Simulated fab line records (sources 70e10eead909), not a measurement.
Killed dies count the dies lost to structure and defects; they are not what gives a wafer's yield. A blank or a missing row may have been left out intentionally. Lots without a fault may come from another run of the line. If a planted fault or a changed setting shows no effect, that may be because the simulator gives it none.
fab line records	flow nandHarc
record: lots: 12	wafers: 35	lastDay: 24
route steps=1159 shown A_CHANNEL_HOLE_D1@469 END@1159
lots untouched by any fault: they come from a run of this same line in which no faults occurred
startH: the number of hours between the record's first day and the start of the first shown wafer of the lot	waitH: how many hours have passed since the lot's step before this one	" repeats the value in the row above	L1.1+2: one row covering several wafers at once	- either no value or no given start	* or withheld: withheld	< > ~ a bound
route shown NAME@n: NAME is a module with steps in the file, n the number in the route of the first one	usual: the fault-free wafers' mean and standard deviation	same: alike in all rows	chamber/n: place in a boat	sites: per-site readings	_std_site: their standard deviation	_edge_site: the outer-site mean with the inner-site mean subtracted	radiusMm: how far each site lies from the wafer's centre	mask NAME#n: copy n	behind: the most recent tool/chamber to have shaped the wafer	hold: cause of the lot's hold/its duration in hours/its outcome	device: names the non-switching transistor (n, p or np)	end of line: the same wafers' tests at the end of the route	for a step that has no rows: nothing shown but its recipe	killed: not the wafer's yield, but the dies lost to structure and defects at the first sort	map: a wafer's dies, marking killed ones x, the rest . and places with no die _
set.NAME: the setting as run; set.NAME@STEP: as run at that earlier step	model.NAME: the simulator's own value behind a step, which no gauge read
steps of the route over a sample of lots; a table a step, a row a wafer
services: from which hour (startH, from the record's first day; less than 0 if before it) a tool's chamber was out of use, for how many hours, and why
== steps ==
step: NHARC_A_CHANNEL_HOLE_D1_ETCH_16
recipe: targetDepthA: 31000	overEtchFrac: 0.3	timeS: 806	ionEnergyEv: 150	o2FlowSccm: 400	cosFlowSccm: 20	arFlowSccm: 0	rfW: 500	biasW: 300	chemistry: O2/COS
usual: cosFlowSccm: 20.00/0.055	drypumpMotorCurrentA: 5.7/0.45	mfcArSccm: 0.008/0.012	oesProductAu: 1.001/0.014	rfVppV: 314.5/2.1	runLengthS: 827.4/0.39	showerheadPlenumPTorr: 3.15/0.14	throttleValvePct: 28.329/0.0089
lot.wafer	tool	chamber	startH	waitH	cosFlowSccm	drypumpMotorCurrentA	mfcArSccm	oesProductAu	rfHoursCounterH	rfVppV	runLengthS	showerheadPlenumPTorr	throttleValvePct
L752.2	rieDiel-03	1	-	-	20.07	6.1	0	1.017	9.3	311.3	827.2	2.98	28.332
L752.4	"	1	"	"	20.00	6.1	0	1.019	-	311.6	826.8	2.98	28.327
L752.6	"	3	"	"	20.04	6.4	0	0.988	-	313.5	827.9	3.06	28.318
L753.3	rieDiel-05	3	-	-	20.03	5.7	0	1.002	0.7	313.1	827.8	3.15	28.320
L753.1	"	1	"	"	20.09	6.7	0.004	1.004	0.6	317.9	827.1	3.33	28.333
L753.6	"	3	"	"	20.00	5.7	0	1.016	-	313.2	828.3	3.14	28.327
L754.1	rieDiel-10	1	-	-	20.01	5.7	0	0.996	0.3	313.5	826.8	3.03	28.337
L754.2	"	3	"	"	20.00	5.0	0	0.996	0.4	318.5	826.9	3.34	28.312
L754.6	"	1	"	"	20.06	5.7	0	1.003	-	312.5	827.0	3.03	28.321
L757.1	rieDiel-10	0	-	-	19.88	5.8	0	1.010	1.9	313.2	827.6	3.02	28.319
L757.4	"	3	"	"	20.02	5.0	0	0.999	1.7	316.5	827.3	3.34	28.318
L757.6	"	0	"	"	20.03	5.8	0	1.007	-	312.8	827.4	3.02	28.322
L756.1	rieDiel-05	3	-	-	20.04	5.7	0	1.002	1.9	313.6	828.0	3.14	28.343
L756.6	"	2	"	"	20.09	5.3	0	1.013	-	312.9	827.5	3.06	28.343
L756.5	"	3	"	"	20.06	5.7	0	0.993	-	314.2	828.3	3.14	28.322
L760.4	rieDiel-05	1	-	-	20.03	6.7	0.004	1.011	2.4	317.1	827.2	3.33	28.337
L760.5	"	0	"	"	19.98	5.5	0.034	0.995	-	316.4	827.6	3.25	28.329
L760.6	"	1	"	"	19.90	6.7	0.004	1.008	-	317.4	827.7	3.33	28.343
L759.4	rieDiel-10	0	-	-	20.04	5.8	0	1.013	4.3	311.6	827.1	3.02	28.319
L759.2	"	3	"	"	20.05	5.0	0	0.985	3.9	317.9	826.7	3.34	28.333
L759.6	"	1	"	"	19.97	5.7	0	0.983	-	313.1	827.1	3.03	28.329
L762.3	rieDiel-10	0	-	-	20.10	5.8	0	1.010	5.8	312.5	827.7	3.02	28.322
L762.2	"	1	"	"	20.06	5.7	0	1.002	5.0	311.7	827.3	3.03	28.349
L762.5	"	3	"	"	20.12	5.0	0	0.992	-	318.1	826.8	3.34	28.329
L764.1	rieDiel-10	0	-	-	20.00	5.8	0	0.994	7.5	313.1	827.1	3.02	28.324
L764.2	"	1	"	"	20.12	5.7	0	0.987	6.0	312.1	827.2	3.03	28.323
L764.5	"	0	"	"	19.94	5.8	0	1.004	-	312.2	827.1	3.02	28.348
L768.2	rieDiel-03	0	-	-	20.03	5.6	0.023	1.021	3.8	317.8	828.0	3.35	28.331
L768.4	"	3	"	"	20.04	6.4	0	0.980	-	313.3	827.8	3.06	28.331
L768.5	"	1	"	"	20.06	6.1	0	1.014	-	312.2	827.2	2.97	28.327
L773.3	rieDiel-05	1	-	-	20.01	6.7	0.004	0.989	7.0	316.0	827.4	3.32	28.329
L773.1	"	2	"	"	19.97	5.3	0	1.007	7.8	313.7	827.2	3.06	28.326
L773.6	"	0	"	"	19.94	5.5	0.034	0.994	-	316.9	827.5	3.25	28.330
L774.4	rieDiel-05	3	-	-	19.96	5.7	0	0.995	9.0	314.4	827.8	3.14	28.328
L774.5	"	1	"	"	20.03	6.7	0.004	0.989	-	317.2	827.2	3.32	28.336
step: NHARC_A_CHANNEL_HOLE_D1_ETCH_33
recipe: biasV: 400	sourceW: 2000	pressureMtorr: 25	timeS: 90	arFlowSccm: 375	c4f8FlowSccm: 41.7	o2FlowSccm: 83.3	tempC: -20	targetDepthA: 4000	chemistry: C4F8/O2/Ar
usual: drypumpMotorCurrentA: 5.84/0.2	mfcArSccm: 374.9/1.2	runLengthS: 121.3/0.56	showerheadPlenumPTorr: 3.82/0.084	throttleValvePct: 27.618/0.0084
lot.wafer	tool	chamber	startH	waitH	drypumpMotorCurrentA	mfcArSccm	rfHoursCounterH	runLengthS	showerheadPlenumPTorr	throttleValvePct
L752.2	harEtch-02	0	168.61	0.2	5.75	373.3	100	120.4	3.69	27.613
L752.4	"	0	"	"	5.73	373.9	-	120.9	3.69	27.619
L752.6	"	1	"	"	5.66	373.2	-	121.8	3.92	27.617
L753.1	harEtch-01	1	192.66	0.2	6.15	374.6	198	121.6	3.87	27.620
L753.3	"	1	"	"	6.16	375.9	-	121.7	3.86	27.630
L753.6	"	0	"	"	5.78	378.2	-	120.9	3.87	27.625
L754.2	harEtch-02	0	192.91	0.2	5.70	374.0	107	120.5	3.69	27.626
L754.1	"	1	"	"	5.64	376.0	107	121.6	3.92	27.622
L754.6	"	0	"	"	5.72	375.3	-	120.4	3.69	27.614
L757.1	harEtch-01	0	205.62	0.2	5.78	376.7	203	120.8	3.86	27.631
L757.4	"	0	"	"	5.76	373.5	-	121.1	3.86	27.613
L757.6	"	0	"	"	5.77	375.2	-	120.7	3.86	27.636
L756.1	harEtch-01	1	209.77	0.2	6.14	374.2	207	121.5	3.86	27.621
L756.5	"	1	"	"	6.13	375.4	-	121.9	3.86	27.619
L756.6	"	0	"	"	5.78	374.6	-	121.4	3.86	27.628
L760.4	harEtch-01	0	221.00	0.2	5.76	372.9	-	120.8	3.85	27.621
L760.6	"	0	"	"	5.77	374.5	-	120.7	3.85	27.622
L760.5	"	1	"	"	6.16	374.9	-	121.7	3.85	27.622
L759.2	harEtch-02	0	222.01	0.2	5.72	374.0	121	120.5	3.68	27.621
L759.4	"	0	"	"	5.74	373.7	-	120.4	3.68	27.611
L759.6	"	0	"	"	5.73	373.9	-	120.4	3.68	27.598
L762.2	harEtch-01	1	237.06	0.2	6.14	373.5	224	122.0	3.85	27.622
L762.3	"	0	"	"	5.74	375.3	-	120.8	3.85	27.611
L762.5	"	1	"	"	6.13	375.5	-	121.7	3.85	27.616
L764.2	harEtch-02	1	253.23	0.2	5.66	373.9	131	122.1	3.90	27.624
L764.1	"	0	"	"	5.71	375.3	131	120.5	3.68	27.631
L764.5	"	0	"	"	5.73	373.0	-	120.3	3.68	27.615
L768.2	harEtch-02	1	278.45	0.2	5.64	377.0	147	121.7	3.89	27.613
L768.4	"	0	"	"	5.73	373.8	-	120.7	3.67	27.617
L768.5	"	0	"	"	5.72	375.4	-	120.5	3.67	27.615
L773.1	harEtch-02	0	301.72	0.2	5.72	376.5	154	120.4	3.66	27.615
L773.3	"	1	"	"	5.64	376.5	-	121.7	3.89	27.612
L773.6	"	1	"	"	5.64	375.9	-	122.0	3.89	27.600
L774.4	harEtch-02	1	312.66	0.2	5.62	376.7	-	121.6	3.89	27.618
L774.5	"	1	"	"	5.67	374.3	-	122.1	3.89	27.628
step: NHARC_A_CHANNEL_HOLE_D1_ETCH_44
recipe: targetDepthA: 1400	overetchA: 140	timeS: 77	ionEnergyEv: 100	cf4FlowSccm: 80	o2FlowSccm: 20	arFlowSccm: 0	rfW: 300	biasW: 100	chemistry: CF4/O2
usual: drypumpMotorCurrentA: 5.7/0.47	mfcArSccm: 0.009/0.013	oesProductAu: 0.999/0.012	rfVppV: 198.1/1.3	runLengthS: 98.4/0.38	showerheadPlenumPTorr: 1.35/0.057	throttleValvePct: 13.397/0.0088
lot.wafer	tool	chamber	startH	waitH	drypumpMotorCurrentA	mfcArSccm	oesProductAu	rfHoursCounterH	rfVppV	runLengthS	showerheadPlenumPTorr	throttleValvePct
L752.4	rieDiel-03	1	169.85	0.5	6.1	0	1.008	10.3	196.5	97.7	1.27	13.374
L752.2	"	2	"	"	5.3	0.027	0.993	8.3	197.6	97.7	1.37	13.393
L752.6	"	1	"	"	6.1	0	1.006	-	196.0	98.4	1.27	13.422
L753.1	rieDiel-05	2	193.40	0.1	5.3	0	1.010	1.2	196.7	98.3	1.31	13.391
L753.3	"	3	"	"	5.7	0	0.987	1.2	198.1	98.7	1.35	13.401
L753.6	"	3	"	"	5.7	0	0.988	-	196.9	98.7	1.34	13.396
L754.1	rieDiel-10	0	193.67	0.1	5.8	0	1.013	0.7	198.0	98.1	1.29	13.407
L754.2	"	1	"	"	5.7	0	0.987	0.7	196.3	97.8	1.29	13.390
L754.6	"	3	"	"	5.0	0	0.991	-	199.0	97.9	1.43	13.392
L757.4	rieDiel-05	1	206.34	0.1	6.7	0.004	0.994	1.7	200.2	98.5	1.43	13.393
L757.1	"	2	"	"	5.3	0	1.008	2.3	197.6	98.4	1.31	13.402
L757.6	"	0	"	"	5.5	0.034	1.000	-	198.1	98.4	1.39	13.403
L756.1	rieDiel-05	1	210.55	0.1	6.7	0.004	1.002	1.9	199.6	98.2	1.43	13.397
L756.5	"	3	"	"	5.7	0	1.007	-	198.1	98.7	1.34	13.386
L756.6	"	0	"	"	5.5	0.034	1.015	-	198.9	98.7	1.39	13.405
L760.4	rieDiel-10	2	221.71	0.1	5.3	0.011	0.985	3.6	196.7	98.3	1.28	13.394
L760.5	"	3	"	"	5.0	0	0.985	-	200.2	97.9	1.43	13.392
L760.6	"	0	"	"	5.8	0	0.996	-	197.0	98.2	1.29	13.395
L759.2	rieDiel-05	0	222.74	0.1	5.5	0.034	1.006	3.0	198.7	98.5	1.39	13.404
L759.4	"	1	"	"	6.7	0.004	0.999	2.9	200.4	98.5	1.43	13.396
L759.6	"	3	"	"	5.7	0	0.995	-	198.4	98.9	1.34	13.386
L762.3	rieDiel-05	3	237.81	0.1	5.7	0	0.991	3.9	197.9	98.9	1.34	13.394
L762.2	"	2	"	"	5.3	0	1.006	3.8	198.2	98.1	1.31	13.395
L762.5	"	0	"	"	5.5	0.034	1.013	-	198.0	98.9	1.39	13.395
L764.2	rieDiel-10	0	254.00	0.1	5.8	0	0.999	8.0	197.0	98.4	1.29	13.408
L764.1	"	1	"	"	5.7	0	0.990	6.3	197.0	97.9	1.29	13.392
L764.5	"	3	"	"	5.0	0	1.001	-	199.2	97.8	1.43	13.395
L768.2	rieDiel-05	0	279.17	0.1	5.5	0.034	0.994	6.6	197.6	98.6	1.39	13.398
L768.4	"	1	"	"	6.7	0.004	0.995	6.2	198.9	98.3	1.42	13.383
L768.5	"	0	"	"	5.5	0.034	0.997	-	199.4	98.6	1.39	13.386
L773.3	rieDiel-05	3	302.46	0.1	5.7	0	1.000	8.6	198.1	99.4	1.34	13.390
L773.1	"	0	"	"	5.5	0.034	0.988	7.7	197.7	87.7	1.39	13.396
L773.6	"	1	"	"	6.7	0.004	0.988	-	198.7	98.2	1.42	13.392
L774.4	rieDiel-05	1	313.33	0.1	6.7	0.004	0.988	8.0	199.6	98.1	1.42	13.403
L774.5	"	0	"	"	5.5	0.034	0.997	-	198.9	87.7	1.39	13.381
step: NHARC_A_CHANNEL_HOLE_D1_CD_MEAS_30
usual: cdNm: 89.8/1.7
lot.wafer	tool	chamber	startH	waitH	cdNm
L752.2	cdSem-03	-	170.66	-	89.2
L752.4	"	-	"	"	88.9
L752.6	"	-	"	"	93.6
L753.1	cdSem-02	-	194.22	-	90.9
L753.3	"	-	"	"	90.1
L753.6	"	-	"	"	90.1
L754.1	cdSem-03	-	194.45	-	89.9
L754.2	"	-	"	"	88.8
L754.6	"	-	"	"	87.4
L757.1	cdSem-01	-	207.13	-	89.7
L757.4	"	-	"	"	91.8
L757.6	"	-	"	"	88.6
L756.1	cdSem-01	-	211.33	-	91.0
L756.5	"	-	"	"	87.8
L756.6	"	-	"	"	88.4
L760.4	cdSem-02	-	222.50	-	90.1
L760.5	"	-	"	"	87.9
L760.6	"	-	"	"	89.9
L759.2	cdSem-03	-	223.54	-	89.1
L759.4	"	-	"	"	91.7
L759.6	"	-	"	"	89.5
L762.2	cdSem-03	-	238.61	-	86.3
L762.3	"	-	"	"	87.6
L762.5	"	-	"	"	87.8
L764.1	cdSem-01	-	254.79	-	92.6
L764.2	"	-	"	"	90.8
L764.5	"	-	"	"	89.7
L768.2	cdSem-03	-	279.96	-	89.1
L768.4	"	-	"	"	93.0
L768.5	"	-	"	"	87.9
L773.1	cdSem-01	-	303.25	-	89.9
L773.3	"	-	"	"	90.6
L773.6	"	-	"	"	93.8
L774.4	cdSem-01	-	314.12	-	92.1
L774.5	"	-	"	"	90.6
step: NHARC_END_SORT_01
recipe: tempC: 25
usual: killedAtArray: 25/7.8	killedAtOther: 0.6/0.81	killedAtPeriphery: 3.3/2.2	killedDies: 29/8.2	killedOpen: 3.5/1.9	killedShort: 1.8/1.3
same: grossDies: 677
lot.wafer	tool	chamber	startH	waitH	killedAtArray	killedAtOther	killedAtPeriphery	killedDies	killedOpen	killedShort
L773.1	prober-01	0	557.02	2.5	674	0	3	677	2	2
L773.3	prober-01	0	558.60	3.1	18	1	0	19	2	2
L773.6	prober-01	0	560.95	3.9	21	0	3	24	6	1
L774.4	prober-02	0	576.93	3.4	40	1	1	42	1	3
killed by level:class
L773.1 A_CHANNEL_HOLE_D1:areaEtch=646 A_CONTACT:chamberFilmFlake=11 A_CHANNEL_HOLE_D1:chamberFilmFlake=9 A_STAIRCASE:chamberFilmFlake=6 P_M1:geometricParticle:open=1 P_M1:geometricParticle:short=1 A_CONTACT:geometricParticle:open=1 A_M1:geometricParticle:short=1
L773.3 A_CONTACT:chamberFilmFlake=8 A_CHANNEL_HOLE_D1:chamberFilmFlake=4 A_CHANNEL_HOLE_D1:geometricParticle:open=1 A_CHANNEL_FILL_D1:geometricParticle:short=1 A_SGD_CUT:geometricParticle:short=1 STARTING-WAFER:geometricParticle:open=1 A_ZERO_WELL:chamberFilmFlake=1 A_STAIRCASE:chamberFilmFlake=1
L773.6 A_CONTACT:chamberFilmFlake=10 A_STAIRCASE:chamberFilmFlake=4 A_CHANNEL_HOLE_D1:chamberFilmFlake=2 P_GATE:geometricParticle:short=1 P_M0:geometricParticle:open=1 P_M1:geometricParticle:open=1 A_CHANNEL_FILL_D1:geometricParticle:open=1 A_WL_FILL:geometricParticle:open=1
L774.4 A_SLIT:chamberFilmFlake=16 A_CHANNEL_HOLE_D1:chamberFilmFlake=10 A_CONTACT:chamberFilmFlake=9 P_CONTACT:geometricParticle:open=1 A_ONON_D1:geometricParticle:short=1 A_WL_FILL:geometricParticle:short=1 A_M0:geometricParticle:short=1 A_ZERO_WELL:chamberFilmFlake=1
== services ==
tool	chamber	startH	hours	kind
rieDiel-05	0	142.88	-	clean
rieDiel-05	1	142.88	-	clean
rieDiel-05	2	142.88	-	clean
rieDiel-05	3	142.88	-	clean
rieDiel-03	2	157.31	12.0	repair
rieDiel-10	2	161.02	4.8	repair
rieDiel-05	-	163.70	9.0	pm
rieDiel-05	0	163.70	9.0	ventCycle
rieDiel-05	1	163.70	9.0	ventCycle
rieDiel-05	2	163.70	9.0	ventCycle
rieDiel-05	3	163.70	9.0	ventCycle
rieDiel-10	0	165.64	6.9	repair
rieDiel-05	0	172.70	-	clean
rieDiel-05	1	172.70	-	clean
rieDiel-05	2	172.70	-	clean
rieDiel-05	3	172.70	-	clean
rieDiel-10	-	176.50	9.0	pm
rieDiel-03	3	189.59	19.7	repair
rieDiel-03	2	195.69	7.1	repair
rieDiel-03	-	215.30	9.0	pm
rieDiel-10	1	238.02	9.0	repair
rieDiel-03	2	271.64	4.0	repair
rieDiel-03	1	294.59	8.8	repair
harEtch-01	-	305.00	17.0	pm
== key ==
firstSign: step: NHARC_A_CHANNEL_HOLE_D1_ETCH_44	reading: runLengthS	direction: down	sigmas: 28	usual: *	struck: *
effect: step: NHARC_END_SORT_01	reading: killedAtArray	direction: up	sigmas: 83	usual: 25	struck: 674
moreKillsBornAt: NHARC_A_CHANNEL_HOLE_D1_ETCH_44@rieDiel-05: 646
metAt NHARC_A_CHANNEL_HOLE_D1_ETCH_44
struckLots L773,L774
struckWafers L773.1,L774.5
rowsEnd L774.5
laterRowsLeftOut L773.1
testerLeftOut L773
notActingAt NHARC_A_CHANNEL_HOLE_D1_ETCH_16,NHARC_A_CHANNEL_HOLE_D1_ETCH_33,NHARC_A_CHANNEL_HOLE_D1_CD_MEAS_30
onsetBetween 279.17 302.46
fault: kind: processParameterDrift	tool: rieDiel-05	chamber: 0	onsetH: 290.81	steps: NHARC_A_CHANNEL_HOLE_D1_ETCH_44	channel: timeS	offset: *	shape: step	actsIn: *	stated: *
testerLeftOut: of these lots the tester's yield and bins aren't shown, on N5 and GAA mostly nor the transistor test; their killed dies are dies lost to structure and defects alone, not to doping, threshold or leakage, so they don't give the yield
laterRowsLeftOut: the simulator's readings of these wafers behind a module that went badly wrong aren't trusted and aren't shown, but for the sort
rowsEnd: these wafers met a further fault down the route, and their rows from its step on are left out
